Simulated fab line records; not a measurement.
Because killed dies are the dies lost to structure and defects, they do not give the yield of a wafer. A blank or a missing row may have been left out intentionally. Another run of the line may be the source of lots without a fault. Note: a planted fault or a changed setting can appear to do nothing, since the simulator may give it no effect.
Split-lot trial | flow n5 finfet | on a route of 1938 steps: 7 lots, 39 wafers read

== SPLIT DETAILS ==
At N5_BEOL_M6_VIA_ETCH_34 (etches SiCOH lowk in C4F6/O2, target depth 126.3 nm, time 50.9 s), the setting time s was moved away from the recipe's 50.9 s on 18 of the 39 wafers read, by -41.0% to +59.8%. All remaining wafers had this setting at the recipe value.

The reading is taken at the split's own step.

== THE READING ==
SOC_of_BEOL_M6_COAT_63.thk nm (the simulator's own value, which no gauge read), in nm, at N5_BEOL_M6_VIA_ETCH_34 (etches SiCOH lowk in C4F6/O2, target depth 126.3 nm, time 50.9 s). The file gives no usual value for it. Across the 21 wafers here that went through the recipe, the average is 54.0 nm and the standard deviation 0.18 nm.

wafer  | tool, chamber at the split | time s as run, s | against the recipe | SOC_of_BEOL_M6_COAT_63.thk nm, nm | against lot-mates on the recipe
L078.2 | rie diel-02, 2             | 50.9             | recipe             | 54                                | -
L078.4 | rie diel-02, 3             | 50.9             | recipe             | 54.2                              | -
L078.6 | rie diel-02, 2             | 50.9             | recipe             | 54                                | -
L079.1 | rie diel-02, 0             | 50.9             | recipe             | 54.4                              | -
L079.2 | rie diel-02, 1             | 78.66            | +54.5%             | 51                                | -3.1
L079.3 | rie diel-02, 2             | 50.9             | recipe             | 53.8                              | -
L079.4 | rie diel-02, 3             | 78.66            | +54.5%             | 50.8                              | -3.3
L079.5 | rie diel-02, 0             | 78.66            | +54.5%             | 50.8                              | -3.3
L079.6 | rie diel-02, 3             | 50.9             | recipe             | 54.2                              | -
L086.1 | rie diel-02, 2             | 50.9             | recipe             | 54                                | -
L086.2 | rie diel-02, 3             | 50.9             | recipe             | 54                                | -
L086.3 | rie diel-02, 0             | 34.22            | -32.8%             | 55.8                              | +1.8
L086.4 | rie diel-02, 1             | 50.9             | recipe             | 54                                | -
L086.5 | rie diel-02, 2             | 34.22            | -32.8%             | 56                                | +2.0
L086.6 | rie diel-02, 3             | 34.22            | -32.8%             | 55.8                              | +1.8
L087.1 | rie diel-05, 0             | 74.47            | +46.3%             | 51                                | -2.9
L087.2 | rie diel-05, 2             | 74.47            | +46.3%             | 51.2                              | -2.7
L087.3 | rie diel-05, 3             | 50.9             | recipe             | 54                                | -
L087.4 | rie diel-05, 1             | 50.9             | recipe             | 53.8                              | -
L087.5 | rie diel-05, 1             | 74.47            | +46.3%             | 51                                | -2.9
L087.6 | rie diel-05, 2             | 50.9             | recipe             | 54                                | -
L089.1 | rie diel-04, 1             | 81.33            | +59.8%             | 50.4                              | -3.5
L089.2 | rie diel-04, 0             | 81.33            | +59.8%             | 50.2                              | -3.7
L089.3 | rie diel-04, 3             | 81.33            | +59.8%             | 50.2                              | -3.7
L089.4 | rie diel-04, 2             | 50.9             | recipe             | 53.8                              | -
L089.5 | rie diel-04, 1             | 50.9             | recipe             | 53.8                              | -
L089.6 | rie diel-04, 2             | 50.9             | recipe             | 54                                | -
L093.1 | rie diel-02, 0             | 63.94            | +25.6%             | 52.8                              | -1.0
L093.2 | rie diel-02, 2             | 50.9             | recipe             | 53.8                              | -
L093.3 | rie diel-02, 3             | 50.9             | recipe             | 53.8                              | -
L093.4 | rie diel-02, 1             | 63.94            | +25.6%             | 52.4                              | -1.4
L093.5 | rie diel-02, 0             | 63.94            | +25.6%             | 52.8                              | -1.0
L093.6 | rie diel-02, 1             | 50.9             | recipe             | 53.8                              | -
L096.1 | rie diel-05, 0             | 50.9             | recipe             | 53.8                              | -
L096.2 | rie diel-05, 1             | 30.02            | -41.0%             | 56.4                              | +2.3
L096.3 | rie diel-05, 2             | 50.9             | recipe             | 54                                | -
L096.4 | rie diel-05, 1             | 30.02            | -41.0%             | 56.4                              | +2.3
L096.5 | rie diel-05, 0             | 30.02            | -41.0%             | 56.2                              | +2.1
L096.6 | rie diel-05, 2             | 50.9             | recipe             | 54.4                              | -

FIT RESULTS
A straight line over all 39 wafers: SOC_of_BEOL_M6_COAT_63.thk nm changes by -0.0593 nm for each +1% of time s; r = -0.99; the points scatter about the line by 0.19 nm.
The same after taking each lot's own level away (the mean of its wafers on the recipe; 39 wafers): -0.0585 nm for each +1%; r = -0.99; scatter 0.19 nm.
On that fit, the largest move of time s shifts the reading by 3.5 nm.
From 53.80 to 54.13 nm: that is the span of the lots' own levels, equal to 1.8 times the standard deviation above.
The two slopes agree, so the slope changes little with the lot-to-lot level.
Check: -3.51 nm against its lot-mates is what the line predicts for one of the wafers moved furthest among these (+59.8%) when that wafer is left out of the fit. Against them it came out at -3.47 nm.

== OTHER SPLITS APPLIED TO THESE WAFERS ==
Note: prior to the reading, these wafers also went through further splits. Each is held against what the fit with the lots' levels taken away leaves over:
other split on the same wafers          | wafers away from the commonest value | r with SOC_of_BEOL_M6_COAT_63.thk nm (lot level and that fit taken away)
N5_STI_FIN_REVEAL_ETCHBACK_08 time s    | 12                                   | -0.08
N5_BEOL_M0_SAQP_ETCH_106 target depth a | 12                                   | +0.55
N5_BEOL_M4_ILD_DEP_00 target thk a      | 18                                   | +0.19
N5_BEOL_M4_TRENCH_ETCH_37 time s        | 15                                   | -0.28

== THE WHOLE CHAIN: every reading that the file lists as answering this split, in the file's order ==
step                   | what it does                                                     | reading                                                                        | change (the file's fit)                | r (the file's)
N5_BEOL_M6_VIA_ETCH_34 | etches SiCOH lowk in C4F6/O2, target depth 126.3 nm, time 50.9 s | etch.depth nm (the simulator's own value, which no gauge read)                 | +1.25 nm for each +1% of the setting   | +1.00
N5_BEOL_M6_VIA_ETCH_34 | etches SiCOH lowk in C4F6/O2, target depth 126.3 nm, time 50.9 s | SOC_of_BEOL_M6_COAT_63.thk nm (the simulator's own value, which no gauge read) | -0.0586 nm for each +1% of the setting | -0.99

== FILE'S OWN FIT ==
SOC_of_BEOL_M6_COAT_63.thk nm changes by -0.0586 nm for each +1% of time s, r = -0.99.
